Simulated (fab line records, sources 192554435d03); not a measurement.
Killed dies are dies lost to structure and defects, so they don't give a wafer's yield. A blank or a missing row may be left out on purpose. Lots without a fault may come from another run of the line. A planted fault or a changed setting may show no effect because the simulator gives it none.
Split-lot experiment | flow n5_finfet | 7 lots, 39 wafers read, on a route of 1938 steps

THE SPLIT
At N5_BEOL_M1_HM_DEP_02 (deposits TiN, target thk 20 nm), the setting target_thk_a was moved away from the recipe's 200 angstrom on 15 of the 39 wafers read, by -57.8% to +27.6%. The other wafers ran this setting at the recipe's value.

FROM THE SPLIT TO THE READING: what the file shows between them, 4 steps
- N5_BEOL_M1_COAT_61: time 60 s, resist thk 60 nm
- N5_BEOL_M1_COAT_62: time 60 s, resist thk 12 nm
- N5_BEOL_M1_STRIP_75: strips in N2/H2
- N5_BEOL_M1_STRIP_66: strips in CF4

THE READING
etch.depth_nm (the simulator's own value, which no gauge read), in nm, at N5_BEOL_M1_HM_OPEN_17 (chemistry Cl2/BCl3, target TiN, target depth 20 nm, overetch 6 nm). The file gives no usual value for it. The 24 wafers here that ran the recipe average 20.015 nm, standard deviation 0.18 nm.

wafer  | tool, chamber at the split | target_thk_a as run, angstrom | against the recipe | etch.depth_nm, nm | against lot-mates on the recipe
L080.1 | pvd_sputter-03, -          | 200                           | recipe             | 19.99             | -
L080.2 | pvd_sputter-03, -          | 200                           | recipe             | 19.92             | -
L080.3 | pvd_sputter-03, -          | 255.3                         | +27.6%             | 25.68             | +5.660
L080.4 | pvd_sputter-03, -          | 200                           | recipe             | 20.15             | -
L080.5 | pvd_sputter-03, -          | 255.3                         | +27.6%             | 25.52             | +5.500
L080.6 | pvd_sputter-03, -          | 255.3                         | +27.6%             | 25.73             | +5.710
L079.1 | pvd_sputter-01, -          | 168.8                         | -15.6%             | 16.97             | -3.043
L079.2 | pvd_sputter-01, -          | 200                           | recipe             | 20.02             | -
L079.3 | pvd_sputter-01, -          | 168.8                         | -15.6%             | 16.49             | -3.523
L079.4 | pvd_sputter-01, -          | 200                           | recipe             | 20.09             | -
L079.5 | pvd_sputter-01, -          | 168.8                         | -15.6%             | 16.41             | -3.603
L079.6 | pvd_sputter-01, -          | 200                           | recipe             | 19.93             | -
L082.1 | pvd_sputter-01, -          | 101                           | -49.5%             | 9.646             | -10.274
L082.2 | pvd_sputter-01, -          | 200                           | recipe             | 19.75             | -
L082.3 | pvd_sputter-01, -          | 200                           | recipe             | 20.08             | -
L082.4 | pvd_sputter-01, -          | 101                           | -49.5%             | 10.1              | -9.820
L082.5 | pvd_sputter-01, -          | 101                           | -49.5%             | 9.867             | -10.053
L082.6 | pvd_sputter-01, -          | 200                           | recipe             | 19.93             | -
L085.1 | pvd_sputter-03, -          | 200                           | recipe             | 20.06             | -
L085.5 | pvd_sputter-03, -          | 200                           | recipe             | 20.06             | -
L085.2 | pvd_sputter-03, -          | 200                           | recipe             | 20.12             | -
L085.3 | pvd_sputter-03, -          | 200                           | recipe             | 20.04             | -
L085.4 | pvd_sputter-03, -          | 200                           | recipe             | 19.97             | -
L085.6 | pvd_sputter-03, -          | 200                           | recipe             | 19.79             | -
L086.1 | pvd_sputter-01, -          | 200                           | recipe             | 20.43             | -
L086.2 | pvd_sputter-01, -          | 200                           | recipe             | 19.94             | -
L086.4 | pvd_sputter-01, -          | 200                           | recipe             | 20.51             | -
L090.1 | pvd_sputter-01, -          | 84.41                         | -57.8%             | 8.337             | -11.493
L090.2 | pvd_sputter-01, -          | 84.41                         | -57.8%             | 8.413             | -11.417
L090.3 | pvd_sputter-01, -          | 84.41                         | -57.8%             | 8.062             | -11.768
L090.4 | pvd_sputter-01, -          | 200                           | recipe             | 19.89             | -
L090.5 | pvd_sputter-01, -          | 200                           | recipe             | 19.68             | -
L090.6 | pvd_sputter-01, -          | 200                           | recipe             | 19.92             | -
L094.1 | pvd_sputter-02, -          | 200                           | recipe             | 20.14             | -
L094.2 | pvd_sputter-02, -          | 163                           | -18.5%             | 16.34             | -3.687
L094.3 | pvd_sputter-02, -          | 163                           | -18.5%             | 16.35             | -3.677
L094.4 | pvd_sputter-02, -          | 200                           | recipe             | 19.9              | -
L094.5 | pvd_sputter-02, -          | 163                           | -18.5%             | 16.15             | -3.877
L094.6 | pvd_sputter-02, -          | 200                           | recipe             | 20.04             | -

THE FIT
A straight line over all 39 wafers: etch.depth_nm changes by +0.204 nm for each +1% of target_thk_a; r = +1.00; the points scatter about the line by 0.19 nm.
The same after taking each lot's own level away (the mean of its wafers on the recipe; 39 wafers): +0.202 nm for each +1%; r = +1.00; scatter 0.17 nm.
On that fit, the largest move of target_thk_a shifts the reading by 12 nm.
The lots' own levels span 19.8300 to 20.2933 nm, that is 2.6 times the standard deviation above.
So the lot-to-lot level changes the slope little: the two slopes agree.
Check: with one of the wafers moved furthest among these (-57.8%) left out of the fit, the line predicts -11.7 nm for it against its lot-mates. It came out at -11.5 nm against them.

OTHER SPLITS ON THESE WAFERS
These wafers also went through other splits before the reading. Each is held against what the fit with the lots' levels taken away leaves over:
other split on the same wafers               | wafers away from the commonest value | r with etch.depth_nm (lot level and that fit taken away)
N5_FIN_SAQP_HM_DEP_72 target_thk_a           | 12                                   | -0.13
N5_SD_EPI_N_DESCUM_14 time_s                 | 15                                   | +0.25
N5_HKMG_FIN_HK_ALD_01 ald_cycles             | 12                                   | +0.00
N5_MOL_CONTACT_COAG_SPUTTER_143 target_thk_a | 12                                   | -0.01

THE WHOLE CHAIN: every reading that the file lists as answering this split, in the file's order
step                  | what it does                                                      | reading                                                                          | change (the file's fit)               | r (the file's)
N5_BEOL_M1_HM_DEP_02  | deposits TiN, target thk 20 nm                                    | TiN_of_BEOL_M1_HM_DEP_02.thk_nm (the simulator's own value, which no gauge read) | +0.202 nm for each +1% of the setting | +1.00
N5_BEOL_M1_HM_OPEN_17 | chemistry Cl2/BCl3, target TiN, target depth 20 nm, overetch 6 nm | etch.depth_nm (the simulator's own value, which no gauge read)                   | +0.202 nm for each +1% of the setting | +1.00

THE FILE'S OWN FIT
etch.depth_nm changes by +0.202 nm for each +1% of target_thk_a, r = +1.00.
